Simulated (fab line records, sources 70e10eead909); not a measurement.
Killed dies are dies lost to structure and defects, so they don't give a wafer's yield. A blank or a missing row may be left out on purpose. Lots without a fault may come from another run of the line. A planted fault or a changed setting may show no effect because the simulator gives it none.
Which tool did it? | flow nand_harc | 13 lots, 37 wafers sampled, at 4 steps of a route of 1159

WHAT THE GAUGES READ, wafer by wafer
NHARC_A_ONON_D1_THK_MEAS_02: measures by ellipsometry.
lot  | measured     | on            | thk_nm (nm)
L906 | day 8 00:34  | film_metro-02 | 992 992 991
L905 | day 8 00:35  | film_metro-01 | 983 984 984
L907 | day 8 09:53  | film_metro-02 | 993 993 992
L909 | day 8 09:50  | film_metro-01 | 984 984 985
L908 | day 8 14:52  | film_metro-01 | 999 998 996
L910 | day 8 14:50  | film_metro-02 | 1005 1002 1004
L911 | day 8 21:55  | film_metro-02 | 1000 1000 1000
L912 | day 9 07:26  | film_metro-01 | 994 996 996
L913 | day 9 23:40  | film_metro-01 | 662 661
L919 | day 10 16:05 | film_metro-02 | 1020 674 676 1018 676 676
L924 | day 12 08:27 | film_metro-01 | 995 995 997
L925 | day 12 08:27 | film_metro-02 | 1013 1014 1013
L926 | day 12 19:33 | film_metro-01 | 1000 1000 999

WHICH TOOL RAN EACH LOT (tool, then ch and the chambers of the sampled wafers, then the start)
lot  | NHARC_P_BONDPAD_PRE_CLEAN_26            | NHARC_A_ZERO_WELL_RTA_16         | NHARC_A_ONON_D1_DEP_00
L906 | pvd_sputter-02, day 7 02:08 or earlier  | rtp_anneal-01 ch 0, day 7 02:08  | pecvd_onon-03 ch 0, day 8 00:02
L905 | pvd_sputter-03, day 7 04:20 or earlier  | rtp_anneal-02 ch 0, day 7 04:20  | pecvd_onon-02 ch 0, day 8 00:07
L907 | pvd_sputter-03, day 7 11:49 or earlier  | rtp_anneal-02 ch 0, day 7 11:49  | pecvd_onon-04 ch 0, day 8 09:25
L909 | pvd_sputter-02, day 7 15:40 or earlier  | rtp_anneal-01 ch 0, day 7 15:40  | pecvd_onon-02 ch 0, day 8 09:20
L908 | pvd_sputter-01, day 7 16:04 or earlier  | rtp_anneal-01 ch 0, day 7 16:04  | pecvd_onon-04 ch 0, day 8 14:28
L910 | pvd_sputter-03, day 7 20:32 or earlier  | rtp_anneal-01 ch 0, day 7 20:32  | pecvd_onon-03 ch 0, day 8 14:31
L911 | pvd_sputter-03, day 8 00:41 or earlier  | rtp_anneal-02 ch 0, day 8 00:41  | pecvd_onon-03 ch 0, day 8 21:28
L912 | pvd_sputter-02, day 8 09:58 or earlier  | rtp_anneal-02 ch 0, day 8 09:58  | pecvd_onon-03 ch 0, day 9 06:59
L913 | pvd_sputter-02, day 8 20:47 or earlier  | rtp_anneal-01 ch 0, day 8 20:47  | pecvd_onon-03 ch 0, day 9 23:23
L919 | pvd_sputter-01, day 9 15:54 or earlier  | rtp_anneal-02 ch 0, day 9 15:54  | pecvd_onon-03 ch 0, day 10 15:34
L924 | pvd_sputter-03, day 11 07:52 or earlier | rtp_anneal-01 ch 0, day 11 07:52 | pecvd_onon-04 ch 0, day 12 08:04
L925 | pvd_sputter-02, day 11 13:43 or earlier | rtp_anneal-01 ch 0, day 11 13:43 | pecvd_onon-02 ch 0, day 12 07:57
L926 | pvd_sputter-03, day 11 22:14 or earlier | rtp_anneal-01 ch 0, day 11 22:14 | pecvd_onon-02 ch 0, day 12 19:13
- NHARC_P_BONDPAD_PRE_CLEAN_26: time 30 s.
- NHARC_A_ZERO_WELL_RTA_16: time 10 s.
- NHARC_A_ONON_D1_DEP_00: target thk 1000 nm.

WHAT THE TOOLS THEMSELVES READ (means of the sampled wafers that have a number; where no wafer has one, the mark that the record gives instead)
NHARC_P_BONDPAD_PRE_CLEAN_26.
lot  | tool           | heater_power_w (W)
L906 | pvd_sputter-02 | 375
L905 | pvd_sputter-03 | 403
L907 | pvd_sputter-03 | 380
L909 | pvd_sputter-02 | 378
L908 | pvd_sputter-01 | 433
L910 | pvd_sputter-03 | 387
L911 | pvd_sputter-03 | 383
L912 | pvd_sputter-02 | 357
L913 | pvd_sputter-02 | 376
L919 | pvd_sputter-01 | 352
L924 | pvd_sputter-03 | 394
L925 | pvd_sputter-02 | 395
L926 | pvd_sputter-03 | 377

NHARC_A_ZERO_WELL_RTA_16.
lot  | tool          | lamp_power_pct (%) | wafer_temp_C_max
L906 | rtp_anneal-01 | 31.2               | 1004.6
L905 | rtp_anneal-02 | 26.3               | 1004.7
L907 | rtp_anneal-02 | 26.2               | 1005.5
L909 | rtp_anneal-01 | 31.2               | 1004.1
L908 | rtp_anneal-01 | 31.2               | 1004.4
L910 | rtp_anneal-01 | 31.2               | 1003.6
L911 | rtp_anneal-02 | 26.2               | 1005.1
L912 | rtp_anneal-02 | 26.2               | 1004.6
L913 | rtp_anneal-01 | 31.2               | 1003.4
L919 | rtp_anneal-02 | 26.3               | 1004.2
L924 | rtp_anneal-01 | 31.2               | 1003.8
L925 | rtp_anneal-01 | 31.2               | 1003.3
L926 | rtp_anneal-01 | 31.2               | 1004.6

THE ANSWER, worked out from the rows above alone
Rule: what is usual is taken from the lots themselves. Put in order of their means at a reading, lots are off if they are a third of the lots or fewer, leave a main group of 4 or more, and stand apart from it by a gap of 3 or more times the standard deviation of the main group's means; of several such gaps the widest counts. A main group whose means are all the same, to the digits that the tables above print for the reading, isn't used. A lot without any number at a reading at which 4 lots or more have one is off too. The other lots that the step has rows for count as sound. The gauges are gone through in route order, then the tools' own readings, and for those a lot's mean is taken as printed above. The first step at which some lot is off is used, and at that step the reading that is off furthest; a lot without a number counts as furthest.
Off: L913, L919, at NHARC_A_ONON_D1_THK_MEAS_02 (thk_nm). The main group: mean 996 nm, standard deviation 8.
A tool fits if, at a process step before that reading, it ran every lot that is off, and no sound lot after the first of them. The gauges at NHARC_A_ONON_D1_THK_MEAS_02 are tried like those tools. NHARC_P_BONDPAD_PRE_CLEAN_26 gives no start for some lots, so the hours and the order of its lots are those of NHARC_A_ZERO_WELL_RTA_16. One fits: pecvd_onon-03 at NHARC_A_ONON_D1_DEP_00. Its last sound lot is L912 (day 9 06:59), its first lot that is off L913 (day 9 23:23): a fault that began between those two fits.

WHAT THE SIMULATOR HAD PUT IN
Process parameter drift: pecvd_onon-03, from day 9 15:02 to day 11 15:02, at NHARC_A_ONON_D1_DEP_00. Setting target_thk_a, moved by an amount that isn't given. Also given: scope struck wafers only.
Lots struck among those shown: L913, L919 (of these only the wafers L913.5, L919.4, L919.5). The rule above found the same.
